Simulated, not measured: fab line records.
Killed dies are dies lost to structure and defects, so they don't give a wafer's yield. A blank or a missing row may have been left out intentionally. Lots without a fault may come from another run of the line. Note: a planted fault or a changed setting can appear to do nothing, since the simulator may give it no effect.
What tool caused it? -- flow nand-harc -- 36 wafers from 12 lots sampled at 6 of the route's 1302 steps

WHAT EACH GAUGE READ, for each wafer
NHARC_A_BONDPAD_CD_MEAS_09: the cd target is 500 nm. Usual: 499.5 nm for cd-nm, sd 1.9.
lot,measured,on,cd-nm (nm),flag
L360,day 22 18:10,cd-sem-01,498.1 501.3 499.8,
L362,day 23 15:56,cd-sem-02,501.7 502.0 500.6,
L364,day 23 23:01,cd-sem-02,499.6 497.3 497.0,
L363,day 24 16:09,cd-sem-03,499.3 498.9 496.8,
L365,day 25 17:16,cd-sem-03,502.9 500.8 500.0,
L367,day 25 21:14,cd-sem-01,496.7 499.1 499.6,
L368,day 26 08:49,cd-sem-01,502.1 500.9 498.0,
L369,day 27 06:43,cd-sem-01,498.9 499.0 497.2,
L379,day 31 03:11,cd-sem-02,497.5 500.5 497.6,
L378,day 31 05:22,cd-sem-02,499.2 499.7 501.5,
L380,day 31 11:52,cd-sem-03,501.6 496.8 502.1,
L381,day 31 20:12,cd-sem-01,496.9 497.4 495.5,

NHARC_A_BONDPAD_CD_MEAS_13. Usual: 499.0 nm for cd-nm, sd 2.1.
lot,measured,on,cd-nm (nm),flag
L360,day 22 18:41,cd-sem-01,497.3 501.2 498.8,
L362,day 23 16:27,cd-sem-03,501.9 501.7 499.5,
L364,day 23 23:32,cd-sem-02,499.0 497.2 496.6,
L363,day 24 16:41,cd-sem-03,500.3 498.4 497.8,
L365,day 25 17:59,cd-sem-01,503.6 502.9 500.3,
L367,day 25 21:49,cd-sem-02,497.9 499.2 500.1,
L368,day 26 09:20,cd-sem-01,501.7 501.5 497.8,
L369,day 27 07:14,cd-sem-02,498.5 497.6 495.7,
L379,day 31 03:43,cd-sem-01,495.5 499.4 495.4,
L378,day 31 05:54,cd-sem-01,498.2 499.5 500.1,
L380,day 31 12:32,cd-sem-02,501.3 496.3 499.8,
L381,day 31 20:43,cd-sem-03,498.3 498.5 496.4,

NHARC_THIN_TSV_INSPECT_40. Usual: 555 for raw-defect-count, sd 89.
lot,measured,on,raw-defect-count,flag
L360,day 23 18:08,defect-inspect-02,619 554 668,
L362,day 24 21:39,defect-inspect-01,545 719 636,
L364,day 25 04:39,defect-inspect-02,593 612 574,
L363,day 25 19:39,defect-inspect-02,506 579 488,
L365,day 26 21:51,defect-inspect-01,671 640 471,
L367,day 27 01:06,defect-inspect-01,544 512 485,
L368,day 27 15:46,defect-inspect-01,1006 850 857,OFF
L369,day 28 09:41,defect-inspect-02,819 828 979,OFF
L379,day 32 15:04,defect-inspect-01,492 496 508,
L378,day 32 15:04,defect-inspect-01,531 438 410,
L380,day 32 15:04,defect-inspect-01,551 521 736,
L381,day 33 01:49,defect-inspect-01,537 571 391,

NHARC_END_SORT_01. Usual: defect-limited-yield 91.5 %, standard deviation 2.5; killed-at-array 52, standard deviation 17; killed-at-other 1.2, standard deviation 1.4; killed-at-periphery 4.7, standard deviation 2.9; killed-dies 58, standard deviation 17; killed-open 3.2, standard deviation 1.9; killed-short 2.4, standard deviation 1.4; sort_bin_2_pct 3.0 %, standard deviation 1.1; sort_bin_3_pct 0.6 %, standard deviation 0.37; sort_bin_4_pct 4.8 %, standard deviation 1.4; sort-n-pass 619, standard deviation 17; sort-rim-yield-pct 90 %, standard deviation 4.9; sort-yield-pct 91.5 %, standard deviation 2.5.
lot,measured,on,defect-limited-yield (%),killed-at-array,killed-at-other,killed-at-periphery,killed-dies,killed-open,killed-short,sort_bin_2_pct (%),sort_bin_3_pct (%),sort_bin_4_pct (%),sort-n-pass,sort-rim-yield-pct (%),sort-yield-pct (%),flag
L368,day 27 19:38,prober-02,79.5 77.1 80.2,67 79 61,70 70 71,2 6 2,139 155 134,2 7 1,1 3 2,9.0 10.8 9.3,3.1 2.8 3.0,8.4 9.3 7.5,538 522 543,90 75 88,79.5 77.1 80.2,OFF
L369,day 28 12:43,prober-02,78.7 78.9 77.1,57 66 69,75 72 82,12 5 4,144 143 155,2 0 3,0 3 0,8.3 8.4 9.0,3.2 3.0 2.7,9.7 9.7 11.2,533 534 522,87 80 92,78.7 78.9 77.1,OFF

EACH LOT AND THE TOOL THAT RAN IT (in order: tool; ch and the chambers of the sampled wafers; start)
lot,NHARC_A_M1_PRE_CLEAN_32,NHARC_THIN_TSV_PVD_24
L360,"pecvd-04 ch 0,1,2, day 22 16:19","pvd-sputter-03, day 23 12:19"
L362,"pecvd-04 ch 0,1, day 23 14:04","pvd-sputter-02, day 24 12:02"
L364,"pecvd-02 ch 1,2, day 23 21:08","pvd-sputter-03, day 24 19:35"
L363,"pecvd-02 ch 0,2, day 24 14:26","pvd-sputter-02, day 25 12:55"
L365,"pecvd-03 ch 0,1,2, day 25 15:18","pvd-sputter-01, day 26 13:41"
L367,"pecvd-04 ch 1,2, day 25 19:31","pvd-sputter-02, day 26 18:21"
L368,"pecvd-02 ch 0,1,2, day 26 06:50","pvd-sputter-03, day 27 04:50"
L369,"pecvd-02 ch 0,1,2, day 27 04:53","pvd-sputter-03, day 28 02:58"
L379,"pecvd-03 ch 0,1, day 31 01:28","pvd-sputter-03, day 32 08:19"
L378,"pecvd-03 ch 0,1, day 31 03:39","pvd-sputter-02, day 32 09:16"
L380,"pecvd-02 ch 0,2, day 31 10:02","pvd-sputter-01, day 32 10:14"
L381,"pecvd-04 ch 0,2, day 31 18:28","pvd-sputter-01, day 32 17:31"
- NHARC_A_M1_PRE_CLEAN_32: time 12 s.
- NHARC_THIN_TSV_PVD_24: deposits Al, target thk 800 nm.

AS READ BY THE TOOLS THEMSELVES (means over the sampled wafers that have a number; for cases with no such wafer, the mark the record gives instead)
NHARC_A_M1_PRE_CLEAN_32. Usual: 614 W for heater-power-w, sd 73.
lot,tool,heater-power-w (W),flag
L360,pecvd-04,639,
L362,pecvd-04,623,
L364,pecvd-02,630,
L363,pecvd-02,538,
L365,pecvd-03,623,
L367,pecvd-04,623,
L368,pecvd-02,575,
L369,pecvd-02,580,
L379,pecvd-03,594,
L378,pecvd-03,612,
L380,pecvd-02,553,
L381,pecvd-04,650,

THE ANSWER, worked out from the rows above alone
Rule: a lot is off if the mean of its wafers that have a number lies more than 3 standard deviations from the usual mean. Also off: a lot with no number at a reading for which 4 or more lots have one. Where the step has rows for the other lots, those lots are counted as sound. First the gauges in route order, then the tools' own readings, where a lot's mean is used as printed above. The first step at which some lot is off is used, and at that step the reading that is off furthest; a lot without a number counts as furthest.
Off: L368, L369 (NHARC_THIN_TSV_INSPECT_40, raw-defect-count).
If a tool, at a process step before that reading, ran all the lots that are off and no sound lot after the first of them, it fits. Not tried: the gauges at NHARC_THIN_TSV_INSPECT_40; whatever is off there is also off at NHARC_END_SORT_01, on other tools, and gauge error can't account for it. Not one of the candidates tried fits.

WHAT THE SIMULATOR HAD INSERTED
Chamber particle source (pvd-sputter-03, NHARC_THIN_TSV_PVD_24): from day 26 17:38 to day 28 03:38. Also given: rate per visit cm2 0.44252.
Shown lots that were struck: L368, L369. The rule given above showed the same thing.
